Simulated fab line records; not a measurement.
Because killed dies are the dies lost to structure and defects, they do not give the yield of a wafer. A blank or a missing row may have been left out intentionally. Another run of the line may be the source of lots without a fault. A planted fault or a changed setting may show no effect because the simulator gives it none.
fab line records	flow nandHarc
record lots=24	wafers=72	lastDay=25
route steps=1159 shown A_ONON_D1@429 A_CHANNEL_HOLE_D1@468 A_CHANNEL_FILL_D1@493
lots that met no fault: from a run of the same line without faults
startH: start of the lot's first displayed wafer, in hours after the record's first day	waitH: how many hours have passed since the lot's step before this one	" as in the row above	L1.1+2: a row that stands for several wafers	- no value present, or no start provided	* or withheld: withheld	< > ~ a bound
route shown NAME@n: NAME is a module with steps in the file, n the number in the route of the first one	usual: the fault-free wafers' mean and standard deviation	same: alike in all rows	chamber/n: place in a boat	sites: per-site readings	_std_site: their standard deviation	_edge_site: outer sites' mean less inner sites'	radiusMm: how far each site lies from the wafer's centre	mask NAME#n: copy n	behind: the tool/chamber that last shaped the wafer	hold: reason for holding the lot/hours on hold/outcome of the hold	device: the transistor (n, p or np) that didn't switch	end of line: the same wafers' tests at the end of the route	a step without rows: its recipe alone	killed: dies lost to structure and defects at the first sort, not the wafer's yield	map: shows each die of a wafer: x if killed, . if not, _ if none is there
set.NAME: the setting the step ran with; set.NAME@STEP: the setting that earlier step ran with	model.NAME: the simulator's own value behind a step, which no gauge read
a sample of lots followed through the steps of the route, with each step as a table and each wafer as a row
services: from which hour (startH, from the record's first day; less than 0 if before it) a tool's chamber was out of use, for how many hours, and why
## steps
# step NHARC_A_ONON_D1_THK_MEAS_08
# recipe thkMeasGauge=ellipsometry
# usual thkNm=1000/8.6
lot.wafer	tool	chamber	startH	waitH	thkNm
L074.2	filmMetro-01	-	153.10	-	1008
L074.4	"	-	"	"	1008
L074.6	"	-	"	"	1009
L075.4	filmMetro-02	-	164.94	-	986
L075.5	"	-	"	"	985
L075.6	"	-	"	"	988
L076.1	filmMetro-01	-	171.45	-	1000
L076.4	"	-	"	"	1001
L076.6	"	-	"	"	1001
L077.3	filmMetro-01	-	177.38	-	1007
L077.5	"	-	"	"	1008
L077.6	"	-	"	"	1009
L078.3	filmMetro-01	-	181.68	-	995
L078.5	"	-	"	"	995
L078.6	"	-	"	"	994
L079.1	filmMetro-02	-	187.58	-	1005
L079.2	"	-	"	"	1003
L079.5	"	-	"	"	1005
L080.1	filmMetro-02	-	199.97	-	1001
L080.2	"	-	"	"	1001
L080.3	"	-	"	"	1002
L081.1	filmMetro-02	-	206.30	-	1001
L081.4	"	-	"	"	1001
L081.5	"	-	"	"	1000
L083.2	filmMetro-01	-	206.44	-	994
L083.3	"	-	"	"	995
L083.5	"	-	"	"	996
L082.3	filmMetro-02	-	206.66	-	997
L082.4	"	-	"	"	998
L082.5	"	-	"	"	996
L085.1	filmMetro-01	-	217.13	-	1004
L085.2	"	-	"	"	1007
L085.3	"	-	"	"	1005
L084.1	filmMetro-02	-	217.26	-	998
L084.2	"	-	"	"	999
L084.6	"	-	"	"	998
L086.1	filmMetro-02	-	233.41	-	1006
L086.2	"	-	"	"	1007
L086.6	"	-	"	"	1005
L087.1	filmMetro-01	-	233.41	-	1008
L087.4	"	-	"	"	1009
L087.6	"	-	"	"	1008
L088.1	filmMetro-02	-	237.72	-	1004
L088.3	"	-	"	"	1005
L088.5	"	-	"	"	1006
L090.2	filmMetro-01	-	244.11	-	1005
L090.3	"	-	"	"	1004
L090.6	"	-	"	"	1005
L089.1	filmMetro-01	-	261.31	-	1012
L089.4	"	-	"	"	1011
L089.5	"	-	"	"	1012
L092.3	filmMetro-02	-	261.31	-	991
L092.5	"	-	"	"	988
L092.6	"	-	"	"	988
L091.2	filmMetro-01	-	261.33	-	1005
L091.3	"	-	"	"	1007
L091.5	"	-	"	"	1006
L094.2	filmMetro-01	-	274.43	-	996
L094.3	"	-	"	"	995
L094.5	"	-	"	"	998
L093.2	filmMetro-02	-	274.44	-	988
L093.4	"	-	"	"	984
L093.5	"	-	"	"	987
L095.1	filmMetro-02	-	285.25	-	1020
L095.3	"	-	"	"	1019
L095.5	"	-	"	"	1019
L096.3	filmMetro-01	-	289.44	-	984
L096.5	"	-	"	"	986
L096.6	"	-	"	"	983
L097.1	filmMetro-02	-	289.44	-	993
L097.5	"	-	"	"	991
L097.6	"	-	"	"	992
# step NHARC_A_CHANNEL_HOLE_D1_ETCH_34
# recipe targetDepthA=1540	timeS=77	cf4FlowSccm=100	chf3FlowSccm=30	arFlowSccm=0	rfW=500	biasW=200	chemistry=CF4/CHF3
# usual drypumpMotorCurrentA=5.8/0.47	oesProductAu=0.953/0.025	rfVppV=370.3/2	showerheadPlenumPTorr=1.57/0.053	throttleValvePct=16.802/0.0089
lot.wafer	tool	chamber	startH	waitH	drypumpMotorCurrentA	oesProductAu	rfHoursCounterH	rfVppV	showerheadPlenumPTorr	throttleValvePct
L074.2	rieDiel-06	1	-	-	5.7	0.925	7	366.4	1.49	16.789
L074.4	"	0	"	"	5.0	0.956	7	372.1	1.60	16.799
L074.6	"	2	"	"	6.1	0.915	-	367.6	1.51	16.798
L075.4	rieDiel-12	3	-	-	6.2	0.903	12	369.7	1.56	16.796
L075.6	"	2	"	"	5.0	0.930	-	370.8	1.55	16.790
L075.5	"	3	"	"	6.2	0.910	-	371.0	1.56	16.814
L076.4	rieDiel-06	3	-	-	5.2	1.004	8	372.0	1.62	16.802
L076.1	"	0	"	"	5.0	0.998	8	372.1	1.60	16.801
L076.6	"	3	"	"	5.2	0.989	-	371.5	1.62	16.797
L077.3	rieDiel-09	0	-	-	5.6	0.987	5	366.9	1.49	16.794
L077.6	"	2	"	"	6.5	0.952	-	369.3	1.55	16.813
L077.5	"	3	"	"	5.7	0.982	-	373.6	1.66	16.798
L078.3	rieDiel-09	1	-	-	5.7	0.948	5	370.4	1.59	16.794
L078.5	"	0	"	"	5.5	0.967	-	368.8	1.49	16.812
L078.6	"	1	"	"	5.8	0.935	-	371.2	1.59	16.806
L079.2	rieDiel-06	2	-	-	6.1	0.934	10	367.4	1.51	16.805
L079.1	"	0	"	"	5.0	1.003	10	370.7	1.60	16.796
L079.5	"	1	"	"	5.7	0.950	-	366.9	1.49	16.784
L080.1	rieDiel-06	2	-	-	6.1	0.908	11	369.7	1.51	16.796
L080.2	"	3	"	"	5.2	0.946	10	371.7	1.62	16.813
L080.3	"	1	"	"	5.7	0.910	11	367.6	1.49	16.805
L081.4	rieDiel-09	2	-	-	6.5	0.954	6	369.4	1.55	16.813
L081.1	"	0	"	"	5.6	0.986	6	367.4	1.49	16.805
L081.5	"	2	"	"	6.4	0.944	-	371.2	1.55	16.802
L082.3	rieDiel-12	0	-	-	6.0	0.977	1	372.5	1.61	16.792
L082.4	"	3	"	"	6.2	0.952	1	369.6	1.56	16.796
L082.5	"	0	"	"	6.0	0.970	-	373.9	1.61	16.798
L083.2	rieDiel-12	0	-	-	6.0	0.994	1	373.7	1.61	16.790
L083.3	"	2	"	"	4.9	0.961	1	370.7	1.55	16.808
L083.5	"	0	"	"	6.0	0.991	-	372.2	1.61	16.802
L084.1	rieDiel-06	1	-	-	5.7	0.915	13	367.8	1.49	16.798
L084.2	"	2	"	"	6.1	0.908	12	368.9	1.51	16.806
L084.6	"	1	"	"	5.7	0.913	-	368.0	1.49	16.795
L085.1	rieDiel-12	2	-	-	5.0	0.922	2	370.5	1.55	16.814
L085.2	"	0	"	"	6.0	0.940	2	371.1	1.61	16.801
L085.3	"	1	"	"	6.5	0.923	2	371.1	1.63	16.808
L086.1	rieDiel-09	1	-	-	5.7	0.941	8	371.5	1.59	16.780
L086.2	"	2	"	"	6.5	0.946	7	367.9	1.55	16.787
L086.6	"	1	"	"	5.8	0.949	-	371.5	1.59	16.802
L087.1	rieDiel-09	0	-	-	5.5	0.935	9	366.9	1.49	16.797
L087.4	"	0	"	"	5.6	0.938	-	368.5	1.49	16.802
L087.6	"	2	"	"	6.5	0.915	-	369.4	1.55	16.799
L088.1	rieDiel-12	0	-	-	6.0	0.990	4	372.5	1.61	16.811
L088.3	"	2	"	"	4.9	0.979	4	368.9	1.55	16.802
L088.5	"	3	"	"	6.2	0.965	-	369.9	1.56	16.806
L090.3	rieDiel-06	2	-	-	6.1	0.957	0	367.9	1.51	16.791
L090.2	"	3	"	"	5.2	0.943	0	370.9	1.62	16.806
L090.6	"	2	"	"	6.1	0.950	-	368.0	1.51	16.801
L091.3	rieDiel-06	1	-	-	5.7	0.934	1	367.5	1.49	16.801
L091.2	"	3	"	"	5.2	0.934	1	371.7	1.62	16.795
L091.5	"	1	"	"	5.7	0.925	-	368.0	1.49	16.792
L089.1	rieDiel-12	3	-	-	6.2	0.966	6	371.1	1.56	16.799
L089.4	"	2	"	"	4.9	0.989	5	369.8	1.55	16.793
L089.5	"	0	"	"	5.9	0.974	-	371.1	1.61	16.793
L092.3	rieDiel-06	3	-	-	5.1	0.973	2	370.6	1.62	16.796
L092.6	"	0	"	"	5.0	0.991	-	371.8	1.60	16.809
L092.5	"	1	"	"	5.7	0.949	-	368.4	1.49	16.812
L094.2	rieDiel-09	2	-	-	6.4	0.926	1	370.7	1.55	16.804
L094.3	"	3	"	"	5.7	0.938	1	372.1	1.66	16.790
L094.5	"	1	"	"	5.8	0.920	-	372.2	1.59	16.804
L093.2	rieDiel-09	2	-	-	6.5	0.959	2	369.1	1.55	16.805
L093.5	"	2	"	"	6.5	0.956	-	369.3	1.55	16.802
L093.4	"	3	"	"	5.7	0.970	-	373.5	1.66	16.817
L097.1	rieDiel-09	1	-	-	5.8	0.982	3	370.7	1.59	16.812
L097.5	"	1	"	"	5.8	0.980	-	371.5	1.59	16.827
L097.6	"	2	"	"	6.4	0.960	-	368.8	1.55	16.797
L095.1	rieDiel-06	3	-	-	5.2	0.951	3	369.9	1.62	16.799
L095.3	"	0	"	"	5.0	0.980	4	371.6	1.60	16.799
L095.5	"	2	"	"	6.0	0.949	-	368.2	1.51	16.799
L096.3	rieDiel-09	2	-	-	6.5	0.968	3	369.2	1.55	16.820
L096.5	"	3	"	"	5.7	0.982	-	373.8	1.66	16.813
L096.6	"	0	"	"	5.5	0.970	-	369.1	1.49	16.806
# step NHARC_A_CHANNEL_HOLE_D1_CD_MEAS_18
# usual cdNm=98.6/2.9
lot.wafer	tool	chamber	startH	waitH	cdNm
L074.2	cdSem-01	-	172.68	-	95.5
L074.4	"	-	"	"	100.4
L074.6	"	-	"	"	99.8
L075.4	cdSem-01	-	185.33	-	96.3
L075.5	"	-	"	"	92.3
L075.6	"	-	"	"	94.3
L076.1	cdSem-01	-	187.95	-	97.3
L076.4	"	-	"	"	99.3
L076.6	"	-	"	"	99.8
L077.3	cdSem-03	-	196.53	-	98.8
L077.5	"	-	"	"	99.1
L077.6	"	-	"	"	97.8
L078.3	cdSem-02	-	197.32	-	100.2
L078.5	"	-	"	"	95.0
L078.6	"	-	"	"	103.6
L079.1	cdSem-01	-	204.48	-	95.8
L079.2	"	-	"	"	97.0
L079.5	"	-	"	"	98.1
L080.1	cdSem-03	-	217.42	-	99.8
L080.2	"	-	"	"	100.6
L080.3	"	-	"	"	100.1
L081.1	cdSem-02	-	221.68	-	96.8
L081.4	"	-	"	"	92.8
L081.5	"	-	"	"	97.5
L082.3	cdSem-03	-	222.08	-	98.3
L082.4	"	-	"	"	103.5
L082.5	"	-	"	"	98.3
L083.2	cdSem-01	-	223.50	-	98.0
L083.3	"	-	"	"	100.8
L083.5	"	-	"	"	104.5
L084.1	cdSem-03	-	235.60	-	97.6
L084.2	"	-	"	"	104.1
L084.6	"	-	"	"	99.5
L085.1	cdSem-01	-	236.72	-	95.8
L085.2	"	-	"	"	95.1
L085.3	"	-	"	"	98.8
L086.1	cdSem-02	-	250.56	-	98.0
L086.2	"	-	"	"	95.0
L086.6	"	-	"	"	97.6
L087.1	cdSem-01	-	251.44	-	100.1
L087.4	"	-	"	"	99.0
L087.6	"	-	"	"	96.1
L088.1	cdSem-03	-	258.77	-	94.8
L088.3	"	-	"	"	96.7
L088.5	"	-	"	"	101.7
L090.2	cdSem-01	-	259.23	-	96.8
L090.3	"	-	"	"	102.2
L090.6	"	-	"	"	95.5
L091.2	cdSem-03	-	276.41	-	91.0
L091.3	"	-	"	"	100.7
L091.5	"	-	"	"	99.6
L089.1	cdSem-03	-	277.00	-	99.6
L089.4	"	-	"	"	94.6
L089.5	"	-	"	"	95.6
L092.3	cdSem-01	-	277.62	-	101.5
L092.5	"	-	"	"	92.6
L092.6	"	-	"	"	99.4
L094.2	cdSem-01	-	290.00	-	98.1
L094.3	"	-	"	"	100.6
L094.5	"	-	"	"	96.6
L093.2	cdSem-02	-	292.21	-	104.1
L093.4	"	-	"	"	96.2
L093.5	"	-	"	"	102.7
L097.1	cdSem-02	-	307.51	-	100.4
L097.5	"	-	"	"	98.5
L097.6	"	-	"	"	103.7
L095.1	cdSem-02	-	308.67	-	100.6
L095.3	"	-	"	"	101.4
L095.5	"	-	"	"	99.7
L096.3	cdSem-02	-	309.43	-	102.7
L096.5	"	-	"	"	103.1
L096.6	"	-	"	"	100.4
# step NHARC_A_CHANNEL_HOLE_D1_ETCH_21
# recipe biasV=3000	sourceW=withheld	pressureMtorr=20	timeS=514.3	arFlowSccm=375	c4f8FlowSccm=89.3	o2FlowSccm=35.7	tempC=-20	targetDepthA=16000	chemistry=C4F8/O2/Ar
# usual drypumpMotorCurrentA=5.4/0.37	heBacksideLeakSccm=5.6/0.43	showerheadPlenumPTorr=3.76/0.091	throttleValvePct=32.156/0.0093
lot.wafer	tool	chamber	startH	waitH	drypumpMotorCurrentA	heBacksideLeakSccm	rfHoursCounterH	showerheadPlenumPTorr	throttleValvePct
L074.2	harEtch-02	1	173.26	0.3	4.9	5.3	97	3.88	32.162
L074.4	"	1	"	"	4.9	5.3	-	3.88	32.147
L074.6	"	1	"	"	4.9	5.5	-	3.88	32.168
L075.4	harEtch-02	0	185.96	0.3	5.4	5.3	-	3.64	32.153
L075.6	"	0	"	"	5.4	5.3	-	3.64	32.154
L075.5	"	1	"	"	4.9	5.5	-	3.88	32.158
L076.1	harEtch-01	1	188.52	0.3	5.7	6.5	196	3.82	32.158
L076.4	"	1	"	"	5.7	6.4	-	3.82	32.155
L076.6	"	1	"	"	5.7	6.5	-	3.82	32.152
L077.3	harEtch-01	1	197.25	0.3	5.6	6.4	-	3.82	32.168
L077.6	"	0	"	"	5.9	5.0	-	3.75	32.165
L077.5	"	1	"	"	5.7	6.2	-	3.82	32.147
L078.3	harEtch-02	1	197.96	0.3	4.9	5.3	-	3.87	32.151
L078.5	"	1	"	"	4.9	5.4	-	3.87	32.167
L078.6	"	0	"	"	5.4	5.2	-	3.64	32.153
L079.1	harEtch-01	1	204.98	0.3	5.7	6.3	205	3.82	32.157
L079.2	"	0	"	"	5.9	5.1	205	3.75	32.159
L079.5	"	0	"	"	5.9	5.3	-	3.75	32.146
L080.2	harEtch-01	1	217.92	0.3	5.7	6.3	209	3.81	32.173
L080.1	"	0	"	"	5.9	5.3	209	3.74	32.155
L080.3	"	1	"	"	5.7	6.0	-	3.81	32.152
L081.1	harEtch-01	1	222.25	0.3	5.7	6.2	213	3.81	32.148
L081.4	"	0	"	"	5.9	5.5	-	3.74	32.145
L081.5	"	0	"	"	5.9	5.4	-	3.74	32.156
L082.3	harEtch-02	0	223.77	0.3	5.4	5.4	-	3.63	32.159
L082.4	"	1	"	"	4.9	5.3	-	3.87	32.144
L082.5	"	1	"	"	4.9	5.7	-	3.87	32.155
L083.2	harEtch-01	1	226.41	0.3	5.7	6.3	217	3.81	32.146
L083.3	"	0	"	"	5.9	5.3	-	3.74	32.131
L083.5	"	1	"	"	5.7	6.3	-	3.81	32.170
L084.1	harEtch-02	0	236.10	0.3	5.4	5.2	122	3.63	32.150
L084.2	"	1	"	"	4.9	5.5	122	3.86	32.149
L084.6	"	1	"	"	4.9	5.3	-	3.86	32.156
L085.2	harEtch-01	1	237.22	0.3	5.7	6.4	221	3.81	32.140
L085.1	"	0	"	"	5.9	5.6	221	3.74	32.163
L085.3	"	1	"	"	5.6	6.5	-	3.81	32.164
L086.1	harEtch-02	0	251.07	0.3	5.4	5.6	128	3.63	32.167
L086.2	"	1	"	"	4.9	5.4	128	3.86	32.163
L086.6	"	0	"	"	5.4	5.6	-	3.63	32.152
L087.1	harEtch-01	1	252.21	0.3	5.7	6.2	228	3.80	32.150
L087.4	"	1	"	"	5.7	6.2	-	3.80	32.131
L087.6	"	1	"	"	5.6	6.5	-	3.80	32.147
L088.1	harEtch-02	1	259.35	0.3	4.9	5.7	134	3.86	32.147
L088.3	"	0	"	"	5.4	5.3	-	3.62	32.152
L088.5	"	1	"	"	4.9	5.8	-	3.86	32.149
L090.2	harEtch-01	0	259.73	0.3	5.9	5.5	233	3.73	32.145
L090.3	"	1	"	"	5.7	6.7	-	3.80	32.167
L090.6	"	0	"	"	5.9	5.4	-	3.73	32.173
L091.2	harEtch-02	0	276.99	0.3	5.4	5.6	138	3.62	32.167
L091.3	"	1	"	"	4.9	5.4	-	3.86	32.164
L091.5	"	1	"	"	4.9	5.6	-	3.86	32.155
L089.1	harEtch-01	0	277.49	0.3	5.9	5.4	237	3.73	32.151
L089.4	"	0	"	"	5.9	5.3	-	3.73	32.160
L089.5	"	1	"	"	5.7	6.5	-	3.80	32.165
L092.3	harEtch-02	0	281.24	0.3	5.4	5.4	-	3.62	32.152
L092.5	"	0	"	"	5.4	5.2	-	3.62	32.160
L092.6	"	1	"	"	4.9	5.4	-	3.85	32.162
L094.2	harEtch-02	1	290.58	0.3	4.9	5.6	146	3.85	32.157
L094.3	"	0	"	"	5.4	5.3	-	3.62	32.138
L094.5	"	1	"	"	4.9	5.6	-	3.85	32.157
L093.2	harEtch-01	0	293.64	0.3	5.9	5.5	244	3.72	32.155
L093.4	"	0	"	"	5.9	5.4	-	3.72	32.158
L093.5	"	1	"	"	5.7	6.2	-	3.80	32.149
L097.1	harEtch-02	1	308.00	0.3	4.9	5.4	153	3.85	32.174
L097.5	"	1	"	"	4.9	5.6	-	3.85	32.146
L097.6	"	0	"	"	5.4	5.3	-	3.61	32.160
L095.1	harEtch-02	1	312.24	0.3	4.9	5.5	156	3.84	32.157
L095.3	"	1	"	"	4.9	5.6	-	3.84	32.163
L095.5	"	0	"	"	5.4	5.3	-	3.61	32.137
L096.3	harEtch-02	0	316.56	0.3	5.4	5.4	-	3.61	32.168
L096.6	"	1	"	"	4.9	5.7	-	3.84	32.155
L096.5	"	0	"	"	5.4	5.4	-	3.61	32.166
# step NHARC_A_CHANNEL_FILL_D1_ALD_03
# recipe targetThkA=60	pulseTimeS=60	aldCycles=58	tempC=630	pressureTorr=2	material=SiNx
# usual precursorPulseHeightRel=0.998/0.02	susceptorTempC=629.99/0.25
lot.wafer	tool	chamber	startH	waitH	precursorPulseHeightRel	susceptorTempC
L074.2	aldSinBatch-03	0	-	-	0.974	-
L074.4	"	0	"	"	0.978	-
L074.6	"	0	"	"	1.027	-
L075.4	aldSinBatch-02	0	-	-	0.988	-
L075.5	"	0	"	"	1.011	-
L075.6	"	0	"	"	0.998	-
L076.1	aldSinBatch-02	0	-	-	0.999	-
L076.4	"	0	"	"	0.997	-
L076.6	"	0	"	"	0.979	-
L077.3	aldSinBatch-02	0	-	-	0.995	-
L077.5	"	0	"	"	1.038	-
L077.6	"	0	"	"	1.013	-
L078.3	aldSinBatch-02	0	-	-	1.015	-
L078.5	"	0	"	"	1.001	-
L078.6	"	0	"	"	0.990	-
L079.1	aldSinBatch-02	0	-	-	1.006	-
L079.2	"	0	"	"	0.971	-
L079.5	"	0	"	"	0.993	-
L080.1	aldSinBatch-01	0	-	-	1.007	630.09
L080.2	"	0	"	"	0.984	629.74
L080.3	"	0	"	"	0.977	629.81
L081.1	aldSinBatch-02	0	-	-	0.999	630.36
L081.4	"	0	"	"	1.006	630.02
L081.5	"	0	"	"	1.035	630.23
L082.3	aldSinBatch-02	0	-	-	0.985	629.65
L082.4	"	0	"	"	1.000	629.96
L082.5	"	0	"	"	1.002	629.67
L083.2	aldSinBatch-03	0	-	-	0.993	-
L083.3	"	0	"	"	1.012	-
L083.5	"	0	"	"	1.009	-
L084.1	aldSinBatch-02	0	-	-	1.001	629.81
L084.2	"	0	"	"	0.998	630.26
L084.6	"	0	"	"	1.014	630.04
L085.1	aldSinBatch-02	0	-	-	1.024	630.25
L085.2	"	0	"	"	0.983	630.43
L085.3	"	0	"	"	0.991	629.88
L086.1	aldSinBatch-01	0	-	-	0.997	-
L086.2	"	0	"	"	0.981	-
L086.6	"	0	"	"	0.988	-
L087.1	aldSinBatch-01	0	-	-	0.975	-
L087.4	"	0	"	"	0.941	-
L087.6	"	0	"	"	1.019	-
L088.1	aldSinBatch-02	0	-	-	0.986	630.32
L088.3	"	0	"	"	0.975	630.25
L088.5	"	0	"	"	0.982	630.25
L090.2	aldSinBatch-02	0	-	-	1.007	630.10
L090.3	"	0	"	"	0.980	629.60
L090.6	"	0	"	"	1.014	630.05
L089.1	aldSinBatch-01	0	-	-	0.971	630.20
L089.4	"	0	"	"	1.025	630.48
L089.5	"	0	"	"	0.992	629.42
L091.2	aldSinBatch-01	0	-	-	0.966	630.04
L091.3	"	0	"	"	0.974	630.04
L091.5	"	0	"	"	1.019	629.90
L092.3	aldSinBatch-02	0	-	-	1.000	629.35
L092.5	"	0	"	"	0.981	630.07
L092.6	"	0	"	"	1.028	630.20
L094.2	aldSinBatch-02	0	-	-	0.981	629.90
L094.3	"	0	"	"	1.016	629.88
L094.5	"	0	"	"	0.989	629.82
L093.2	aldSinBatch-03	0	-	-	0.975	629.74
L093.4	"	0	"	"	0.999	630.42
L093.5	"	0	"	"	1.001	629.88
L097.1	aldSinBatch-02	0	-	-	1.000	-
L097.5	"	0	"	"	1.016	-
L097.6	"	0	"	"	0.993	-
L095.1	aldSinBatch-01	0	-	-	1.001	630.05
L095.3	"	0	"	"	1.000	629.58
L095.5	"	0	"	"	0.987	629.73
L096.3	aldSinBatch-01	0	-	-	0.980	630.14
L096.5	"	0	"	"	0.968	629.86
L096.6	"	0	"	"	1.036	630.16
# step NHARC_A_CHANNEL_FILL_D1_ALD_14
# recipe targetThkA=25	pulseTimeS=10	aldCycles=25	tempC=300	material=SiO2
# usual heaterPowerW=473/57	precursorPulseHeightRel=0.997/0.021	susceptorTempC=299.98/0.19
lot.wafer	tool	chamber	startH	waitH	heaterPowerW	precursorPulseHeightRel	susceptorTempC
L074.2	aldHk-02	3	183.99	0.0	509	1.023	300.14
L074.4	"	2	"	"	621	1.021	300.12
L074.6	"	0	"	"	487	1.000	300.36
L076.1	aldHk-04	2	201.73	0.1	416	1.001	300.02
L076.4	"	3	"	"	448	0.985	300.19
L076.6	"	2	"	"	424	0.971	300.17
L075.4	aldHk-02	0	201.80	0.2	485	1.028	299.56
L075.5	"	1	"	"	478	1.013	299.96
L075.6	"	2	"	"	630	0.995	299.95
L077.3	aldHk-04	3	209.52	0.1	444	0.993	299.85
L077.6	"	2	"	"	418	0.979	300.08
L077.5	"	3	"	"	448	1.037	299.80
L078.3	aldHk-01	0	209.56	0.1	466	0.988	300.22
L078.5	"	2	"	"	450	1.031	300.30
L078.6	"	3	"	"	432	1.043	299.85
L079.1	aldHk-02	3	217.45	0.0	498	0.968	300.11
L079.2	"	1	"	"	475	0.964	300.09
L079.5	"	3	"	"	498	0.976	299.95
L080.2	aldHk-02	1	234.01	3.2	476	0.987	300.49
L080.3	"	2	"	"	631	1.038	300.00
L080.1	"	3	"	"	501	0.975	300.04
L081.1	aldHk-02	3	234.80	0.1	495	0.987	-
L081.4	"	0	"	"	501	1.022	-
L081.5	"	2	"	"	629	0.977	-
L082.3	aldHk-04	1	234.83	0.1	484	0.976	300.15
L082.4	"	2	"	"	418	1.024	300.01
L082.5	"	0	"	"	437	0.971	299.66
L083.2	aldHk-02	2	242.02	1.0	642	1.026	299.82
L083.3	"	0	"	"	483	0.976	299.93
L083.5	"	2	"	"	629	1.014	299.91
L085.3	aldHk-01	0	249.20	0.0	456	0.990	300.03
L085.2	"	1	"	"	408	0.982	299.89
L085.1	"	2	"	"	452	1.018	300.05
L084.2	aldHk-04	1	249.34	0.2	496	1.022	299.99
L084.1	"	3	"	"	451	1.026	299.75
L084.6	"	1	"	"	500	1.007	300.06
L086.2	aldHk-04	0	266.92	3.4	436	1.026	299.93
L086.1	"	2	"	"	422	0.990	300.14
L086.6	"	1	"	"	495	1.047	300.08
L087.4	aldHk-02	0	266.93	3.4	488	1.025	299.87
L087.1	"	1	"	"	481	1.024	299.78
L087.6	"	0	"	"	493	1.008	299.87
L090.3	aldHk-01	2	273.95	0.0	446	1.044	299.97
L090.2	"	0	"	"	453	1.007	299.86
L090.6	"	3	"	"	435	1.000	299.85
L088.1	aldHk-01	0	274.39	0.5	457	0.996	299.97
L088.3	"	3	"	"	451	0.965	299.50
L088.5	"	0	"	"	461	0.950	300.01
L089.1	aldHk-01	3	289.45	0.0	444	1.032	300.35
L089.4	"	1	"	"	396	0.946	299.98
L089.5	"	3	"	"	439	0.978	300.21
L091.2	aldHk-04	1	289.45	0.0	496	1.023	300.00
L091.3	"	0	"	"	441	0.968	299.97
L091.5	"	1	"	"	499	1.013	299.93
L092.3	aldHk-04	2	294.20	0.1	417	0.985	299.84
L092.5	"	0	"	"	442	0.985	300.14
L092.6	"	1	"	"	499	0.968	300.04
L094.3	aldHk-02	1	303.05	0.0	482	0.987	299.93
L094.2	"	0	"	"	476	0.977	299.96
L094.5	"	1	"	"	486	1.014	300.03
L093.2	aldHk-01	2	306.17	0.0	455	0.978	299.69
L093.4	"	0	"	"	461	0.992	299.76
L093.5	"	2	"	"	443	0.999	299.85
L097.1	aldHk-04	1	320.51	0.1	488	0.992	300.18
L097.5	"	0	"	"	439	0.999	300.21
L097.6	"	1	"	"	499	1.018	300.24
L095.1	aldHk-04	1	326.14	1.5	480	1.005	299.91
L095.3	"	3	"	"	448	1.007	300.19
L095.5	"	2	"	"	421	0.988	299.61
L096.3	aldHk-04	1	330.48	0.2	498	1.017	299.85
L096.5	"	2	"	"	426	1.009	299.79
L096.6	"	3	"	"	449	1.015	299.98
## services
tool	chamber	startH	hours	kind
aldSinBatch-03	-	173.04	1.4	repair
rieDiel-09	2	184.47	6.7	repair
aldHk-04	-	187.27	10.0	pm
aldHk-04	0	187.27	10.0	ventCycle
rieDiel-12	-	202.43	9.0	pm
aldHk-01	-	206.34	0.9	repair
aldHk-01	-	216.59	1.0	repair
rieDiel-12	3	226.89	6.1	repair
aldHk-01	-	228.79	10.0	pm
rieDiel-06	-	241.20	9.0	pm
rieDiel-09	3	250.30	11.4	repair
rieDiel-09	2	252.14	2.4	repair
rieDiel-09	-	254.41	9.0	pm
rieDiel-09	0	276.41	15.2	repair
aldHk-02	-	285.12	10.0	pm
harEtch-01	-	305.00	17.0	pm
harEtch-01	0	305.00	17.0	ventCycle
harEtch-01	1	305.00	17.0	ventCycle
aldSinBatch-03	-	314.00	26.0	pm
aldHk-01	-	315.47	0.6	repair
harEtch-01	0	322.00	-	clean
harEtch-01	0	322.00	-	consumableReplace:focusRing
harEtch-01	1	322.00	-	clean
harEtch-01	1	322.00	-	consumableReplace:focusRing
## key
fault none
